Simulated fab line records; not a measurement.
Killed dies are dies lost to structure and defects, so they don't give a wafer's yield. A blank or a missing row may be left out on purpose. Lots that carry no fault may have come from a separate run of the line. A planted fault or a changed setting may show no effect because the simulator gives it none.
Chamber matching -- flow nand harc -- NHARC_A_WL_FILL_ALD_10 on ald hk-02: 4 sister chambers
The step deposits SiO2, target thk 50 nm, pulse time 10 s, ald cycles 500. 4 wafers are shown with their chamber, then 7 later ones without.

## WAFERS, EACH WITH ITS CHAMBER
wafer,chamber,heater power w (W)
L423.4,1,411
L433.5,3,491
L432.4,2,487
L432.2,0,470

## WAFERS WHOSE CHAMBER IS MISSING
wafer,heater power w (W)
L432.5,411
L438.1,492
L438.2,417
L438.5,463
L440.1,417
L440.3,463
L440.5,484

## THE CHAMBER EACH PASSED THROUGH
wafer,from the rows above,in truth
L432.5,1,1
L438.1,can't be placed: 3 or 2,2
L438.2,1,1
L438.5,0,0
L440.1,1,1
L440.3,0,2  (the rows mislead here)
L440.5,can't be placed: 2 or 3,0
4 of 7 placed correctly. Can't be placed from these rows: 2 (the true chamber is among the candidates in 1). Placed wrongly: 1.
How it was worked out, from the rows above alone: a wafer's distance from a chamber is the root of the sum, over the readings, of the square of ((its reading less the chamber's mean) divided by the reading's scatter). The wafer belongs to the nearest chamber; if the next one is less than 2 further off, it can't be placed. Each chamber's mean is taken over the wafers shown for it. The scatter: root of mean squared gap, hidden wafer to nearest shown wafer, with one shown wafer a chamber.
